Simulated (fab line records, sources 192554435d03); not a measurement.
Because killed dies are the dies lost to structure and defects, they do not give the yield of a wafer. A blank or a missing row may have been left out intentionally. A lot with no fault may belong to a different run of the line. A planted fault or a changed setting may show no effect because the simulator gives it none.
The tool behind it: which one? ; flow n5-finfet ; 12 lots (36 wafers sampled), 1 step of a 1938-step route

## WHAT THE GAUGES SHOWED, per wafer
N5_BEOL_M14_RS_MEAS_54: a four-point-probe measurement.
lot;measured;on;M14_RS (ohm/sq)
L075;day 12 06:33;film-metro-01;0.0334 0.0321 0.0340
L076;day 12 23:44;film-metro-02;0.0354 0.0327 0.0333
L080;day 13 08:38;film-metro-01;0.0340 0.0327 0.0314
L082;day 13 23:22;film-metro-01;0.0334 0.0325 0.0332
L083;day 14 11:48;film-metro-02;0.0324 0.0325 0.0336
L085;day 15 06:06;film-metro-01;0.0340 0.0327 0.0336
L088;day 15 13:20;film-metro-01;0.0330 0.0333 0.0331
L090;day 16 13:20;film-metro-01;0.0351 0.0326 0.0349
L091;day 16 20:32;film-metro-01;0.0326 0.0331 0.0333
L095;day 17 14:36;film-metro-01;0.0315 0.0331 0.0327
L093;day 17 16:38;film-metro-01;0.0344 0.0329 0.0345
L097;day 18 06:15;film-metro-01;0.0337 0.0327 0.0322

## WHAT TOOL EACH LOT RAN ON (gives the tool, then ch and the chambers of the sampled wafers, and finally the start)
No process step before these readings appears in the record.

## THE ANSWER, worked out from the rows above alone
Rule: the lots themselves supply what counts as usual. Put in order of their means at a reading, lots are off if they are a third of the lots or fewer, leave a main group of 4 or more, and stand apart from it by a gap of 3 or more times the standard deviation of the main group's means; of several such gaps the widest counts. Not used: any main group whose means are identical at the precision the tables above print for the reading. A lot without any number at a reading at which 4 lots or more have one is off too. Where the step has rows for the other lots, those lots are counted as sound.
None of the lots is off at any reading shown; this tells nothing.

## WHAT THE SIMULATOR HAD PUT IN
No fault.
